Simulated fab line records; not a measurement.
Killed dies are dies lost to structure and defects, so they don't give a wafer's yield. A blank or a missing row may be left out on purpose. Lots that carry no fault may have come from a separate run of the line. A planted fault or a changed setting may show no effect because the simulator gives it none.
A lot that was struck, set against a sound lot + flow n5 finfet + 37 steps out of a route of 1938
Sound: the wafers L973.3, L973.5, L973.6. Wafers struck: L966.1, L966.3, L966.5. The cause comes at the end.
Per side, at each step with rows, come the tool, then ch with its chambers, and then its first start. Under that, the readings that differ: sound wafers + struck wafers + difference of the means + sigmas: that difference in standard deviations of wafers without a fault.
alike: a reading whose means differ by less than 2 such deviations, as well as words and numbers matching on both sides. not compared: withheld readings; readings where some wafer has no value; bounds like >300 that might hide an equal value; numbers whose values overlap and for which the record gives no deviation.
A row with sigmas, a row that says differs or no value, or rows on one side alone: a step with any of these is where the two part. When numbers do not overlap yet have no deviation, they are printed without sigmas and do not part them. Lack of a reading on every wafer of one side parts them only where that side has two or more wafers.

first, 3 steps without rows for these wafers: N5_BEOL_M2_STRIP_36 (strips in N2/H2); N5_BEOL_M2_TRENCH_ETCH_37 (etches SiOC in C4F6/O2, target depth 55.555 nm, time 29.2 s); N5_BEOL_M2_ETCH_41 (etches SiCN in CH3F/O2, target depth 29.9 nm, time 52.5 s).
N5_BEOL_M2_STRIP_97: strips in N2/H2, time 10 s.
  sound: rie diel-02 ch 0,2,3; struck: rie diel-04 ch 1,2,3
  alike: drypump motor current A, oes product au, rf vpp V, showerhead plenum p Torr, temp c, throttle valve pct
  not compared: rf hours counter h
N5_BEOL_M2_OCD_MEAS_38:
  sound on ocd-01, day 11 04:37; struck on ocd-01, day 9 10:11
  alike: trench depth nm
then, 4 steps without rows for these wafers: N5_BEOL_M2_HM_STRIP_39 (strips TiN in peroxide tin strip, target depth 25 nm, time 158 s); N5_BEOL_M2_SRD_40 (time 30 s); N5_BEOL_M2_PRECLEAN_42 (cleans in residue remover, time 60 s); N5_BEOL_M2_SRD_43 (time 30 s).
N5_BEOL_M2_CD_MEAS_35: target cd 18 nm, target cd y 22.2 nm.
  sound on cd sem-01, day 11 04:52; struck on cd sem-03, day 9 10:20
  alike: cd nm
then, 2 steps without rows for these wafers: N5_BEOL_M2_DEGAS_44 (time 60 s); N5_BEOL_M2_PRE_CLEAN_45 (time 30 s).
N5_BEOL_M2_ALD_84: deposits TaN, pulse time 2 s, purge time 3 s, co reactant purge time 2 s.
  sound on ald metal-03 ch 0,2,3, day 11 05:17; struck on ald metal-01 ch 0,1, day 9 10:50
  no value came back on the struck wafers for ald cycles, chamber pressure Torr (Torr), heater power w (W), precursor vessel temp c (C); on the sound wafers ald cycles reads 30 30 30
N5_BEOL_M2_SURFACE_TREAT_85:
  sound on pvd sputter-01, day 11 05:30; struck on pvd sputter-01, day 9 11:12
  not compared: throttle valve pct
then, 1 step without rows for these wafers: N5_BEOL_M2_CVD_47 (deposits Co from CCTBA/H2, target thk 3 nm, time 223.8 s).
N5_BEOL_M2_SPUTTER_48: material Cu, target thk 4.5 nm, time 8.29 s.
  sound on pvd sputter-03, day 11 07:05; struck on pvd sputter-02, day 9 11:35
  alike: throttle valve pct
then, 9 steps without rows for these wafers: N5_BEOL_M2_ANNEAL_49 (time 240 s); N5_BEOL_M2_SPUTTER_79 (material Cu, target thk 4.5 nm, time 8.29 s); N5_BEOL_M2_ANNEAL_80 (time 240 s); N5_BEOL_M2_SPUTTER_81 (material Cu, target thk 4.5 nm, time 8.29 s); N5_BEOL_M2_ANNEAL_82 (time 240 s); N5_BEOL_M2_SPUTTER_86 (material Cu, target thk 4.5 nm, time 8.29 s); N5_BEOL_M2_ANNEAL_87 (time 240 s); N5_BEOL_M2_SPUTTER_88 (material Cu, target thk 4.5 nm, time 8.29 s); N5_BEOL_M2_ANNEAL_89 (time 240 s).
N5_BEOL_M2_SPUTTER_90: material Cu, target thk 4.5 nm, time 8.29 s.
  sound on pvd sputter-03, day 11 08:11; struck on pvd sputter-02, day 9 12:41
  alike: throttle valve pct
then, 3 steps without rows for these wafers: N5_BEOL_M2_ANNEAL_91 (time 240 s); N5_BEOL_M2_SPUTTER_92 (material Cu, target thk 4.5 nm, time 8.29 s); N5_BEOL_M2_ANNEAL_93 (time 240 s).
N5_BEOL_M2_SPUTTER_94: material Cu, target thk 4.5 nm, time 8.29 s.
  sound on pvd sputter-03, day 11 08:38; struck on pvd sputter-02, day 9 13:08
  alike: throttle valve pct
then, 4 steps without rows for these wafers: N5_BEOL_M2_ANNEAL_95 (time 240 s); N5_BEOL_M2_SPUTTER_96 (material Cu, target thk 4.5 nm, time 8.29 s); N5_BEOL_M2_ECD_50 (material Cu, target thk 300 nm); N5_BEOL_M2_ANNEAL_51 (time 90 s).
N5_BEOL_M2_CMP_52: polishes, stops on SiOC, t overpolish 6.8 s, target thk 40 nm.
  sound on cmp-02 ch 0,1, day 11 09:23; struck on cmp-03 ch 0,1,2, day 9 13:53
  alike: barrier field endpoint s, clearing platen rpm, edge zone pressure frac, motor current A, slurry filter dp kPa
N5_BEOL_M4_RC_MEAS_101:
  the record has rows for the sound wafers here (prober-01 ch 0, day 12 07:28) and none for the struck ones
-- a jump in the record: the struck wafers' starts before and after are 5 days apart (it breaks off in module BEOL_M4 and resumes in module PASSIVATION, where the first step shown is number 1936 of the route) --
N5_PASSIVATION_PROBE_49:
  sound on prober-02, day 16 01:06; struck on prober-02, day 14 23:47
| reading                  | sound          | struck            | difference | sigmas |
|--------------------------|----------------|-------------------|------------|--------|
| defect limited yield (%) | 91.2 91.2 90.9 | 0 0 0             | -91        | -70    |
| killed_at_M0_to_M3       | 25 32 33       | 1116 1121 1105    | +1084      | +99    |
| killed dies              | 104 104 107    | 1180 1180 1180    | +1075      | +72    |
| killed on rim            | 10 9 14        | 152 152 152       | +141       | +41    |
| sort_bin_4_leakage (%)   | 0 0 0          | 92.37 91.27 89.75 | +91.13     |        |
| sort n pass              | 1076 1076 1073 | 0 0 0             | -1075      | -72    |
| sort yield pct (%)       | 91.2 91.2 90.9 | 0 0 0             | -91        | -70    |
  alike: killed_at_M4_up, killed at contacts, killed at front end, killed at other, killed open, killed short, sort_bin_5_function, sort_bin_6_memory

## WHERE THEY PART
Earliest at N5_BEOL_M2_ALD_84; latest, in this record, at N5_PASSIVATION_PROBE_49.

WHY: what had been put in by the simulator
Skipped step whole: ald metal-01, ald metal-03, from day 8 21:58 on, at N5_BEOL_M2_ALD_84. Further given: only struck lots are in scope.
